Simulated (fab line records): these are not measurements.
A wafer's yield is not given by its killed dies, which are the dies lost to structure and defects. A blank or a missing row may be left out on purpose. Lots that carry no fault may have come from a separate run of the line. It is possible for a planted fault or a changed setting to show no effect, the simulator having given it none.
One fault seen from 2 desks | flow n5-finfet | each desk has only its own numbers; what lay behind them comes last

== AT THE METROLOGY DESK ==
Means of the sampled wafers that have a number, per lot and without regard to the tool the lot ran on: this is what the gauges read. The brackets show how far a lot's mean lies from the usual mean; more than 4 standard deviations puts the lot out of limits, marked OUT.
Columns: A = M10_THK at N5_BEOL_M10_THK_MEAS_53, usual 142 nm; B = M11_ILD_THK at N5_BEOL_M11_THK_MEAS_01, usual 269 nm
lot  | first seen here | A   | B
L511 | day 10 11:32    | 144 | 268
L513 | day 11 01:45    | 142 | 272
L514 | day 11 09:19    | 143 | 270
L517 | day 11 21:00    | 140 | 226 (-12) OUT
L518 | day 11 23:58    | 139 | 252 (-4.8) OUT
L526 | day 14 06:04    | 141 | 271
L529 | day 15 07:50    | 143 | 267
L530 | day 15 12:29    | 145 | 267
L531 | day 15 20:22    | 144 | 271
L532 | day 15 23:12    | 138 | 269
Per this desk, out of limits: L517, L518; the first was L517, day 11 21:47 (M11_ILD_THK at N5_BEOL_M11_THK_MEAS_01). Within limits: L511, L513, L514, L526, L529, L530, L531, L532.

== TOOL OWNER'S DESK, pecvd-02 ==
The tool's own readings at N5_BEOL_M11_ILD_DEP_00 (deposits SiCOH lowk from DEMS/porogen, target thk 308.51 nm, time 58 s): means of the sampled wafers that have a number, for each lot that ran on this tool. The brackets show how far a lot's mean lies from the usual mean; more than 4 standard deviations puts the lot out of limits, marked OUT.
Columns: A = chamber-pressure-Torr at N5_BEOL_M11_ILD_DEP_00, usual 5.000 Torr; B = heater-power-w at N5_BEOL_M11_ILD_DEP_00, usual 316 W; C = showerhead-plenum-p-Torr at N5_BEOL_M11_ILD_DEP_00, usual 5.734 Torr; D = showerhead-vpp-V at N5_BEOL_M11_ILD_DEP_00, usual 1367 V; E = throttle-valve-pct at N5_BEOL_M11_ILD_DEP_00, usual 14.5 %
lot  | first seen here | A     | B   | C     | D    | E
L511 | day 10 11:43    | 4.995 | 325 | 5.736 | 1375 | 14.6
L513 | day 11 01:57    | 5.008 | 324 | 5.731 | 1374 | 15.2
L517 | day 11 21:12    | 5.003 | 376 | 5.729 | 1375 | 14.3
L518 | day 12 00:10    | 5.004 | 343 | 5.737 | 1364 | 14.7
L529 | day 15 08:02    | 4.996 | 358 | 5.729 | 1366 | 13.9
L531 | day 15 20:34    | 5.001 | 355 | 5.729 | 1361 | 14.1
This desk found nothing out of limits on any of the 6 lots.

== ALL TOGETHER ==
The metrology desk could have raised an alarm at day 11 21:47, on L517, L518.
The tool owner's desk saw nothing out of limits.
The tool owner's desk has L517, L518 on record, within its limits.
Of the lots named, all ran N5_BEOL_M11_ILD_DEP_00 on pecvd-02.

== WHAT THE SIMULATOR HAD PUT IN ==
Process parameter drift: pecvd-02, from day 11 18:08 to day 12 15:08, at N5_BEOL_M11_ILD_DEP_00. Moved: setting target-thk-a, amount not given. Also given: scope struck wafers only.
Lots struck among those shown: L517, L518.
Time in hours between the start of the fault and the first out-of-limits reading at each desk: metrology desk, 4.
